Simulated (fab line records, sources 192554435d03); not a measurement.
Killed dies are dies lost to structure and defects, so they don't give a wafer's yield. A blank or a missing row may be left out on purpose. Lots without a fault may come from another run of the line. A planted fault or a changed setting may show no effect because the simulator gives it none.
fab line records | flow n5_finfet
record lots=7 wafers=21
route steps=1938 shown BEOL_M9@1464 BEOL_M10@1470 BEOL_M11@1554 BEOL_M12@1639 BEOL_M13@1710
start_h: hours from the record's first day to the start of the lot's first wafer shown | wait_h: hours since the lot's step before | " the same as in the row above | L1.1+2: a row that stands for several wafers | - no value, or no start given | * or withheld: withheld | < > ~ a bound
route shown NAME@n: a module of which the file shows steps, and the number in the route of the first | usual: mean/standard deviation of fault-free wafers | same: alike in all rows | chamber/n: place in a boat | sites: the reading at each site | _std_site: their standard deviation | _edge_site: outer sites' mean less inner sites' | radius_mm: how far each site lies from the wafer's centre | mask NAME#n: copy n | behind: the tool/chamber that last shaped the wafer | hold: why the lot was held/for how many hours/how that ended | device: the transistor (n, p or np) that didn't switch | end of line: the same wafers' tests at the end of the route | a step without rows: its recipe alone | killed: dies lost to structure and defects at the first sort, not the wafer's yield | map: a wafer's dies, x killed, . not, _ none there
set.NAME: the setting as run; set.NAME@STEP: as run at that earlier step | model.NAME: the simulator's own value behind a step, which no gauge read
lots whose settings were changed on purpose; a table a step, a row a wafer
## steps
# step N5_BEOL_M9_CMP_52
# recipe stop_on=SiCOH_lowk t_overpolish_s=7 down_force_psi=1 platen_rpm=50 clearing_platen_down_force_psi=1.5 clearing_platen_rpm=50 post_cmp_clean=cu_alkaline target_thk_nm=140 clearing_platen_pad_velocity_m_s=0.99484 pad_velocity_m_s=0.99484
# usual barrier_field_endpoint_s=28.6/0.77
# columns lot.wafer tool chamber start_h wait_h set.down_force_psi barrier_field_endpoint_s
L074.3 cmp-01 1 229.63 0.2 1 29.1
L074.1 " 2 " " 1 29.2
L074.5 " 0 " " 1 28.9
L075.2 cmp-02 2 241.08 0.3 1 26.6
L075.3 " 3 " " 1.138 24.8
L075.5 " 0 " " 1.138 23.9
L080.1 cmp-02 3 258.56 0.3 1 28.0
L080.2 " 0 " " 1 27.4
L080.6 " 2 " " 1 28.0
L079.2 cmp-01 3 263.06 0.3 0.9116 31.9
L079.3 " 1 " " 1 28.4
L079.4 " 2 " " 1 28.7
L083.1 cmp-02 2 283.39 0.3 0.8007 34.0
L083.3 " 3 " " 1 27.1
L083.6 " 1 " " 1 27.6
L084.1 cmp-01 3 298.86 0.3 1 29.7
L084.3 " 1 " " 1 28.7
L084.2 " 2 " " 1 28.9
L096.4 cmp-01 2 362.28 0.1 1 29.8
L096.1 " 0 " " 1 28.9
L096.3 " 1 " " 0.9054 31.4
# step N5_BEOL_M10_ILD_DEP_00
# recipe material=SiCOH_lowk target_thk_a=3085.1 temp_c=300 precursor=DEMS/porogen pressure_torr=5 rf_w=500 time_s=58
# columns lot.wafer tool chamber start_h wait_h set.temp_c model.SiCOH_lowk_of_BEOL_M10_ILD_DEP_00.thk_nm
L074.1 pecvd-03 1 230.12 0.0 300 306.8
L074.3 " 0 " " 300 310.4
L074.5 " 1 " " 294.3 321
L075.2 pecvd-04 0 241.51 0.0 300 306.2
L075.3 " 2 " " 306 296.8
L075.5 " 0 " " 306 300.4
L080.1 pecvd-03 1 259.01 0.0 300 308.8
L080.2 " 2 " " 300 309.6
L080.6 " 2 " " 300 312.2
L079.2 pecvd-01 2 263.55 0.0 300 307.2
L079.3 " 1 " " 300 308.8
L079.4 " 0 " " 300 313
L083.1 pecvd-04 0 283.85 0.0 300 305.4
L083.3 " 2 " " 300 307
L083.6 " 0 " " 300 309.8
L084.1 pecvd-03 1 299.35 0.0 300 306.2
L084.2 " 2 " " 300 304.6
L084.3 " 0 " " 300 304
L096.1 pecvd-01 0 362.77 0.0 300 303.8
L096.3 " 2 " " 303.8 297.8
L096.4 " 2 " " 300 306.4
# step N5_BEOL_M10_CURE_71
# recipe temp_c=385 time_s=240 ambient=He/Ar material=SiCOH_lowk
# step N5_BEOL_M10_THK_MEAS_01
# recipe reads=SiCOH_lowk_of_BEOL_M10_ILD_DEP_00
# usual M10_ILD_THK=268.2/2.9
# columns lot.wafer tool chamber start_h wait_h set.temp_c@BEOL_M10_ILD_DEP_00 M10_ILD_THK[nm]
L074.1 film_metro-01 - 230.74 0.4 300 266.7
L074.3 " - " " 300 269.5
L074.5 " - " " 294.3 278.8
L075.2 film_metro-01 - 242.10 0.4 300 266.0
L075.3 " - " " 306 257.3
L075.5 " - " " 306 260.8
L080.1 film_metro-01 - 259.60 0.4 300 268.1
L080.2 " - " " 300 268.9
L080.6 " - " " 300 271.2
L079.2 film_metro-02 - 264.14 0.4 300 266.9
L079.3 " - " " 300 268.3
L079.4 " - " " 300 271.7
L083.1 film_metro-02 - 284.64 0.4 300 265.4
L083.3 " - " " 300 266.5
L083.6 " - " " 300 269.1
L084.1 film_metro-01 - 299.94 0.4 300 265.8
L084.2 " - " " 300 264.5
L084.3 " - " " 300 263.8
L096.1 film_metro-01 - 363.36 0.4 300 263.7
L096.3 " - " " 303.8 258.4
L096.4 " - " " 300 266.2
# step N5_BEOL_M11_ETCH_62
# recipe chemistry=N2/H2 target=SOC target_depth_a=1100 overetch_a=220 mask_material=SiARC temp_c=40 time_s=165 ion_energy_ev=200 pressure_mtorr=30 source_w=840 bias_w=150 n2_flow_sccm=200 h2_flow_sccm=200
# columns lot.wafer tool chamber start_h wait_h set.time_s model.SiARC_of_BEOL_M11_COAT_60.thk_nm
L074.1+3+5 rie_diel-02 2,3,3 241.45 0.1 165 23.6
L075.2 rie_diel-02 1 254.13 0.0 141.6 24.4
L075.3 " 0 " " 165 23.6
L075.5 " 3 " " 165 23.8
L080.1 rie_diel-06 0 271.48 0.0 147.3 24.2
L080.2 " 2 " " 165 23.6
L080.6 " 3 " " 165 23.4
L079.2 rie_diel-02 3 275.08 0.0 193.5 22.8
L079.3 " 0 " " 193.5 22.6
L079.4 " 1 " " 165 23.8
L083.1+3+6 rie_diel-02 3,2,0 294.95 0.0 165 23.6
L084.1 rie_diel-02 0 312.87 0.0 165 23.4
L084.2+3 " 1,3 " " 165 23.6
L096.1+3 rie_diel-02 1,2 375.51 0.0 140.6 24.4
L096.4 " 3 " " 165 23.6
# step N5_BEOL_M11_COAT_63
# recipe resist=SOC temp_c=250 time_s=60 spin_rpm=1500 resist_thk_nm=100
# columns lot.wafer tool chamber start_h wait_h set.spin_rpm model.SOC_of_BEOL_M11_COAT_63.thk_nm
L074.1 litho_track-02 0 242.21 0.2 1500 99.6
L074.3 " 0 " " 1546 98.2
L074.5 " 0 " " 1546 97.8
L075.2 litho_track-01 0 255.28 0.8 1500 100.2
L075.3 " 0 " " 1500 100
L075.5 " 0 " " 1500 100.6
L080.1 litho_track-02 0 273.20 1.4 1500 99.6
L080.2 " 0 " " 1364 104.8
L080.6 " 0 " " 1500 99.8
L079.2 litho_track-05 0 276.82 1.4 1500 99.8
L079.3+4 " 0 " " 1500 100.2
L083.1+6 litho_track-02 0 296.11 0.8 1500 100
L083.3 " 0 " " 1500 100.2
L084.1 litho_track-05 0 314.97 1.5 1500 99.4
L084.2 " 0 " " 1500 100
L084.3 " 0 " " 1500 99.6
L096.1+3 litho_track-01 0 376.52 0.6 1500 99.6
L096.4 " 0 " " 1500 100
# step N5_BEOL_M11_COAT_64
# recipe resist=SiARC temp_c=220 time_s=60 spin_rpm=1500 resist_thk_nm=30
# step N5_BEOL_M11_COAT_22
# recipe resist=CAR-ArF spin_rpm=1500 resist_thk_nm=90
# step N5_BEOL_M11_DESCUM_33
# recipe chemistry=O2 time_s=7.9 source_power_w=50 bias_power_w=20 pressure_mtorr=20 rf_frequency_hz=2.712e+07 temp_c=40 resist=CAR-ArF o2_flow_sccm=225
# step N5_BEOL_M11_ETCH_65
# recipe chemistry=CF4 target=SiARC target_depth_a=390 mask_material=CAR-ArF time_s=65 ion_energy_ev=80 pressure_mtorr=40 source_w=545 bias_w=36 Ar_flow_sccm=100 cf4_flow_sccm=100 ends=cleared
# step N5_BEOL_M11_ETCH_66
# recipe chemistry=N2/H2 target=SOC target_depth_a=1200 overetch_a=240 mask_material=SiARC temp_c=40 time_s=180 ion_energy_ev=200 pressure_mtorr=30 source_w=840 bias_w=150 n2_flow_sccm=200 h2_flow_sccm=200
# columns lot.wafer tool chamber start_h wait_h set.spin_rpm@BEOL_M11_COAT_63 model.etch.depth_nm
L074.1 rie_diel-06 3 243.16 0.0 1500 99.67
L074.3 " 1 " " 1546 98.23
L074.5 " 1 " " 1546 97.86
L075.2 rie_diel-02 0 255.83 0.0 1500 100.3
L075.3 " 1 " " 1500 100.1
L075.5 " 3 " " 1500 100.5
L080.1 rie_diel-05 3 273.75 0.0 1500 99.52
L080.2 " 1 " " 1364 104.8
L080.6 " 0 " " 1500 99.88
L079.2 rie_diel-05 3 277.48 0.0 1500 99.87
L079.3+4 " 0,1 " " 1500 100.3
L083.1 rie_diel-06 0 297.27 0.0 1500 100.1
L083.3 " 2 " " 1500 100.2
L083.6 " 3 " " 1500 99.94
L084.1 rie_diel-02 1 315.52 0.0 1500 99.41
L084.2 " 0 " " 1500 100.1
L084.3 " 3 " " 1500 99.68
L096.1 rie_diel-06 0 376.94 0.0 1500 99.6
L096.3 " 3 " " 1500 99.62
L096.4 " 2 " " 1500 100.1
# step N5_BEOL_M11_STRIP_69
# recipe chemistry=N2/H2 temp_c=40 n2_flow_sccm=200 h2_flow_sccm=200 rf_frequency_hz=6e+07
# step N5_BEOL_M11_VIA_ETCH_34
# recipe chemistry=C4F6/O2 target=SiCOH_lowk target_depth_a=1845 mask_material=SOC taper_deg=4 time_s=69.2 ion_energy_ev=250 pressure_mtorr=30 source_w=345 bias_w=185 Ar_flow_sccm=300 C4F6_flow_sccm=10 O2_flow_sccm=10
# columns lot.wafer tool chamber start_h wait_h set.spin_rpm@BEOL_M11_COAT_63 model.SOC_of_BEOL_M11_COAT_63.thk_nm
L074.1 rie_diel-06 3 243.28 0.0 1500 91.4
L074.3 " 1 " " 1546 90
L074.5 " 1 " " 1546 89.6
L075.2 rie_diel-02 0 255.95 0.0 1500 92.2
L075.3 " 1 " " 1500 92
L075.5 " 3 " " 1500 92.6
L080.1 rie_diel-05 3 273.88 0.0 1500 91.4
L080.2 " 1 " " 1364 96.6
L080.6 " 0 " " 1500 91.8
L079.2 rie_diel-05 3 277.60 0.0 1500 91.8
L079.3+4 " 0,1 " " 1500 92.2
L083.1+3 rie_diel-06 0,2 297.39 0.0 1500 92.2
L083.6 " 3 " " 1500 91.8
L084.1 rie_diel-02 1 315.64 0.0 1500 91.2
L084.2+3 " 0,3 " " 1500 91.8
L096.1 rie_diel-06 0 377.06 0.0 1500 91.6
L096.3 " 3 " " 1500 91.4
L096.4 " 2 " " 1500 92.2
# step N5_BEOL_M12_TRENCH_ETCH_34
# recipe chemistry=C4F8/O2/Ar target=SiOC target_depth_a=3189.5 mask_material=SOC pressure_mtorr=30 source_w=3000 bias_w=700 Ar_flow_sccm=400 C4F8_flow_sccm=15 O2_flow_sccm=8 he_inner_torr=15 he_outer_torr=30 time_s=125.5 ion_energy_ev=250
# columns lot.wafer tool chamber start_h wait_h set.time_s model.etch.depth_nm
L074.1 rie_diel-01 0 251.86 0.0 150 378.8
L074.3 " 2 " " 125.5 316.7
L074.5 " 3 " " 150 381.4
L075.2 rie_diel-04 1 260.88 0.0 125.5 322.8
L075.3 " 2 " " 125.5 320.8
L075.5 " 2 " " 125.5 316.9
L080.1 rie_diel-03 2 280.29 0.0 125.5 313.8
L080.2 " 3 " " 125.5 310.9
L080.6 " 1 " " 106.4 273.7
L079.2 rie_diel-01 1 282.92 0.0 125.5 322
L079.3 " 2 " " 133.1 330.5
L079.4 " 3 " " 125.5 318.2
L083.1 rie_diel-04 3 307.45 0.0 125.5 314.6
L083.3 " 1 " " 125.5 318.8
L083.6 " 3 " " 137.6 343.7
L084.1 rie_diel-01 2 320.78 0.0 125.5 322
L084.2 " 3 " " 125.5 318.8
L084.3 " 0 " " 125.5 312.6
L096.1 rie_diel-04 0 382.02 0.0 125.5 321.7
L096.3 " 1 " " 125.5 319.5
L096.4 " 3 " " 104.7 262.1
# step N5_BEOL_M12_STRIP_70
# recipe chemistry=C4F8/O2/Ar resist=SiARC rf_frequency_hz=6e+07
# step N5_BEOL_M12_OCD_MEAS_35
# usual trench_depth_nm=318/4.1
# columns lot.wafer tool chamber start_h wait_h set.time_s@BEOL_M12_TRENCH_ETCH_34 trench_depth_nm
L074.1 ocd-01 - 252.02 0.0 150 379
L074.3 " - " " 125.5 316
L074.5 " - " " 150 381
L075.2 ocd-02 - 261.04 0.0 125.5 323
L075.3 " - " " 125.5 321
L075.5 " - " " 125.5 317
L080.1 ocd-02 - 280.45 0.0 125.5 314
L080.2 " - " " 125.5 311
L080.6 " - " " 106.4 274
L079.2 ocd-01 - 283.07 0.0 125.5 322
L079.3 " - " " 133.1 330
L079.4 " - " " 125.5 319
L083.1 ocd-01 - 307.60 0.0 125.5 315
L083.3 " - " " 125.5 319
L083.6 " - " " 137.6 344
L084.1 ocd-01 - 320.94 0.0 125.5 322
L084.2 " - " " 125.5 319
L084.3 " - " " 125.5 313
L096.1 ocd-02 - 382.17 0.0 125.5 322
L096.3 " - " " 125.5 319
L096.4 " - " " 104.7 263
# step N5_BEOL_M12_SPUTTER_45
# recipe material=Cu target_thk_a=800 temp_c=-20 bias_v=60 power_w=26000 chamber_pressure_pa=0.13 time_s=13.33
# columns lot.wafer tool chamber start_h wait_h set.time_s
L074.1 pvd_sputter-01 - 254.42 0.0 13.33
L074.3+5 " - " " 12.4
L075.2+5 pvd_sputter-02 - 262.14 0.0 11.65
L075.3 " - " " 13.33
L080.1+2+6 pvd_sputter-01 - 283.87 0.0 13.33
L079.2+4 pvd_sputter-03 - 284.27 0.0 13.33
L079.3 " - " " 13.98
L083.1+3 pvd_sputter-02 - 308.18 0.0 14.19
L083.6 " - " " 13.33
L084.1+2+3 pvd_sputter-03 - 325.24 0.0 13.33
L096.1+4 pvd_sputter-01 - 396.16 0.0 14.2
L096.3 " - " " 13.33
# step N5_BEOL_M12_ECD_47
# recipe material=Cu target_thk_a=7200
# step N5_BEOL_M12_ANNEAL_48
# recipe temp_c=225 time_s=90 ambient=N2
# step N5_BEOL_M12_PRE_CLEAN_52
# recipe gas=NH3 time_s=15 temp_c=withheld rf_power_w=300
# step N5_BEOL_M12_DEP_53
# recipe material=SiCN target_thk_a=300 temp_c=withheld precursor=3MS/NH3 pressure_torr=3 rf_w=675 time_s=10.5
# step N5_BEOL_M12_RS_MEAS_54
# recipe thk_meas_gauge=four-point-probe reads=Cu_of_BEOL_M12_ECD_47+Ta_of_BEOL_M12_SPUTTER_44+TaN_of_BEOL_M12_SPUTTER_43
# usual M12_RS=0.0602/0.00083
# columns lot.wafer tool chamber start_h wait_h set.time_s@BEOL_M12_TRENCH_ETCH_34 M12_RS[ohm/sq]
L074.1 film_metro-02 - 255.43 0.0 150 0.0505
L074.3 " - " " 125.5 0.0604
L074.5 " - " " 150 0.0501
L075.2 film_metro-01 - 263.40 0.1 125.5 0.0591
L075.3 " - " " 125.5 0.0595
L075.5 " - " " 125.5 0.0604
L080.1 film_metro-01 - 284.84 0.0 125.5 0.0614
L080.2 " - " " 125.5 0.0617
L080.6 " - " " 106.4 0.0708
L079.2 film_metro-01 - 286.08 0.0 125.5 0.0595
L079.3 " - " " 133.1 0.0578
L079.4 " - " " 125.5 0.0601
L083.1 film_metro-02 - 309.17 0.0 125.5 0.0610
L083.3 " - " " 125.5 0.0603
L083.6 " - " " 137.6 0.0557
L084.1 film_metro-02 - 326.35 0.0 125.5 0.0593
L084.2 " - " " 125.5 0.0603
L084.3 " - " " 125.5 0.0614
L096.1 film_metro-02 - 397.14 0.0 125.5 0.0591
L096.3 " - " " 125.5 0.0599
L096.4 " - " " 104.7 0.0728
# step N5_BEOL_M13_CMP_49
# recipe stop_on=SiOC t_overpolish_s=17.1 down_force_psi=1 platen_rpm=50 clearing_platen_down_force_psi=1.5 clearing_platen_rpm=50 post_cmp_clean=cu_alkaline target_thk_nm=420 clearing_platen_pad_velocity_m_s=0.99484 pad_velocity_m_s=0.99484
# usual barrier_field_endpoint_s=30.1/0.65
# columns lot.wafer tool chamber start_h wait_h set.down_force_psi barrier_field_endpoint_s
L074.1 cmp-02 1 261.68 0.3 1 31.0
L074.3 " 2 " " 1 30.2
L074.5 " 2 " " 1 30.5
L075.3 cmp-01 3 268.35 0.3 1 29.4
L075.2 " 0 " " 0.8239 35.2
L075.5 " 2 " " 0.8239 35.2
L080.2 cmp-01 3 289.04 0.2 0.8281 37.0
L080.1 " 0 " " 1 30.8
L080.6 " 0 " " 1 30.0
L079.3 cmp-02 1 290.91 0.2 1 30.0
L079.2 " 2 " " 1 29.9
L079.4 " 0 " " 0.8642 34.7
L083.1 cmp-03 1 314.37 0.6 1 30.1
L083.3 " 2 " " 1 29.7
L083.6 " 3 " " 1.064 28.7
L084.3 cmp-02 1 333.68 0.2 1 30.3
L084.2 " 2 " " 1 29.2
L084.1 " 3 " " 1 29.4
L096.1 cmp-03 2 403.25 0.3 1 31.1
L096.3 " 3 " " 1 30.1
L096.4 " 1 " " 0.9356 32.7
# step N5_BEOL_M13_DEP_53
# recipe material=SiCN target_thk_a=500 temp_c=withheld precursor=3MS/NH3 pressure_torr=3 rf_w=675 time_s=17.8
# columns lot.wafer tool chamber start_h wait_h set.time_s model.SiCN_of_BEOL_M13_DEP_53.thk_nm
L074.1 pecvd-01 2 262.04 0.0 17.8 50.2
L074.3 " 0 " " 17.8 50
L074.5 " 1 " " 17.8 50.6
L075.2 pecvd-01 2 268.68 0.0 17.8 49.6
L075.3 " 1 " " 17.8 50.4
L075.5 " 1 " " 20.37 57.4
L080.1 pecvd-01 0 289.39 0.0 17.8 49.2
L080.2 " 2 " " 17.8 49
L080.6 " 1 " " 15.52 43.2
L079.2 pecvd-01 0 291.27 0.0 17.8 49.8
L079.3 " 2 " " 17.8 49.6
L079.4 " 0 " " 17.8 50.4
L083.1 pecvd-04 2 314.65 0.0 17.8 49.8
L083.3 " 1 " " 20.18 56.2
L083.6 " 1 " " 17.8 50.4
L084.1 pecvd-02 2 334.00 0.0 17.8 49
L084.2+3 " 0,1 " " 17.8 49.8
L096.1 pecvd-02 2 403.61 0.0 17.8 49
L096.3 " 0 " " 17.8 49.2
L096.4 " 1 " " 17.8 49.6
## key
split step=N5_BEOL_M9_CMP_52 setting=down_force_psi stated=1 by=wafer
response step=N5_BEOL_M9_CMP_52 reading=barrier_field_endpoint_s change=-0.278 per=1% r=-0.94
split step=N5_BEOL_M10_ILD_DEP_00 setting=temp_c stated=300 by=wafer
response step=N5_BEOL_M10_ILD_DEP_00 reading=model.SiCOH_lowk_of_BEOL_M10_ILD_DEP_00.thk_nm change=-5.21 per=1% r=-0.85
response step=N5_BEOL_M10_THK_MEAS_01 reading=M10_ILD_THK change=-4.6 per=1% r=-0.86
split step=N5_BEOL_M11_ETCH_62 setting=time_s stated=165 by=wafer
response step=N5_BEOL_M11_ETCH_62 reading=model.SiARC_of_BEOL_M11_COAT_60.thk_nm change=-0.0579 per=1% r=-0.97
split step=N5_BEOL_M11_COAT_63 setting=spin_rpm stated=1500 by=wafer
response step=N5_BEOL_M11_COAT_63 reading=model.SOC_of_BEOL_M11_COAT_63.thk_nm change=-0.558 per=1% r=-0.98
response step=N5_BEOL_M11_ETCH_66 reading=model.etch.depth_nm change=-0.558 per=1% r=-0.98
response step=N5_BEOL_M11_VIA_ETCH_34 reading=model.SOC_of_BEOL_M11_COAT_63.thk_nm change=-0.548 per=1% r=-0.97
split step=N5_BEOL_M12_TRENCH_ETCH_34 setting=time_s stated=125.5 by=wafer
response step=N5_BEOL_M12_TRENCH_ETCH_34 reading=model.etch.depth_nm change=+3.07 per=1% r=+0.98
response step=N5_BEOL_M12_OCD_MEAS_35 reading=trench_depth_nm change=+3.05 per=1% r=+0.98
response step=N5_BEOL_M12_RS_MEAS_54 reading=M12_RS change=-0.000609 per=1% r=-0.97
split step=N5_BEOL_M12_SPUTTER_45 setting=time_s stated=13.33 by=wafer
response none clear
split step=N5_BEOL_M13_CMP_49 setting=down_force_psi stated=1 by=wafer
response step=N5_BEOL_M13_CMP_49 reading=barrier_field_endpoint_s change=-0.344 per=1% r=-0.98
split step=N5_BEOL_M13_DEP_53 setting=time_s stated=17.8 by=wafer
response step=N5_BEOL_M13_DEP_53 reading=model.SiCN_of_BEOL_M13_DEP_53.thk_nm change=+0.479 per=1% r=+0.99
